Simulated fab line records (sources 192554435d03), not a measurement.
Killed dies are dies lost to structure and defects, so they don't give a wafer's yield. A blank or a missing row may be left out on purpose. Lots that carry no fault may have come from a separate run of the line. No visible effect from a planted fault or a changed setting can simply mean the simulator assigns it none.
Struck lot and sound lot, side by side	flow n5-finfet	15 steps out of a route of 1938
Sound: these wafers, L189.2, L189.3, L189.6. Wafers L197.3, L197.6 were the ones struck. Last of all comes the cause.
Each step with rows lists, per side, the tool, then ch with its chambers, then its first start. Under that, the readings that differ: sound wafers	struck wafers	difference of the means	sigmas: that difference in standard deviations of wafers without a fault.
alike: words and numbers the same on both sides, and readings whose means are apart by under 2 such deviations; not compared: readings that were withheld, readings missing a value for some wafer, numbers with overlapping values and no deviation given by the record, and bounds like >300 which may hide the same value.
Wherever a step has rows on one side only, a row that says differs or no value, or a row with sigmas, the two part there. When numbers do not overlap yet have no deviation, they are printed without sigmas and do not part them. A reading that every wafer of one side lacks parts them only if that side has two wafers or more.

first, 8 steps without rows for these wafers: N5_PASSIVATION_HMDS_37 (time 60 s); N5_PASSIVATION_COAT_38; N5_PASSIVATION_EBR_40; N5_PASSIVATION_SOFTBAKE_39 (time 120 s); N5_PASSIVATION_EXPOSE_41 (exposes mask PASS OPEN, defocus 0 nm, target cd 40000 nm); N5_PASSIVATION_PEB_42; N5_PASSIVATION_DEVELOP_43 (develop time 60 s); N5_PASSIVATION_HARDBAKE_45 (time 120 s).
N5_PASSIVATION_CD_MEAS_44: the cd target is 40000 nm.
  sound on cd-sem-01 ch 0, day 12 17:37; struck on cd-sem-01 ch 0, day 14 08:17
  alike: cd-nm
N5_PASSIVATION_OVL_MEAS_66:
  sound on overlay-01 ch 0, day 12 17:40; struck on overlay-01 ch 0, day 14 08:19
  alike: PASS_OPEN_OVL
N5_PASSIVATION_INSPECT_67: inspects for defects (macro).
  struck on defect-inspect-01, day 14 08:20; sound on defect-inspect-01, day 12 17:41
  alike: raw-defect-count
N5_PASSIVATION_DESCUM_46: chemistry O2, time 7.9 s.
  sound on rie-diel-04 ch 1,2,3, day 12 17:47; struck on rie-diel-05 ch 0,1, day 14 08:22
  alike: drypump-motor-current-A, oes-product-au, rf-vpp-V, showerhead-plenum-p-Torr, throttle-valve-pct
  not compared: rf-hours-counter-h
N5_PASSIVATION_PASS_ETCH_47: etches SiNx in CF4/O2, target depth 770 nm, time 385 s.
  sound on rie-diel-04 ch 1,2,3, day 12 17:49; struck on rie-diel-05 ch 0,1, day 14 08:24
reading	sound	struck	difference	sigmas
model.etch.depth-nm (nm)	788.8 788.1 781.5	1032 1020	+240	
  alike: bias-w, drypump-motor-current-A, oes-product-au, rf-vpp-V, showerhead-plenum-p-Torr, throttle-valve-pct
  not compared: rf-hours-counter-h
N5_PASSIVATION_ETCH_54: etches SiO2 in CHF3/O2, target depth 880 nm, time 440 s.
  sound on rie-diel-04 ch 1,2,3, day 12 18:03; struck on rie-diel-05 ch 0,1, day 14 08:38
  alike: bias-w, drypump-motor-current-A, oes-product-au, rf-vpp-V, showerhead-plenum-p-Torr, throttle-valve-pct
  not compared: rf-hours-counter-h
then, 1 step without rows for these wafers: N5_PASSIVATION_PROBE_49.

WHERE THEY PART
Nowhere in this record.

WHY: what the simulator had put in
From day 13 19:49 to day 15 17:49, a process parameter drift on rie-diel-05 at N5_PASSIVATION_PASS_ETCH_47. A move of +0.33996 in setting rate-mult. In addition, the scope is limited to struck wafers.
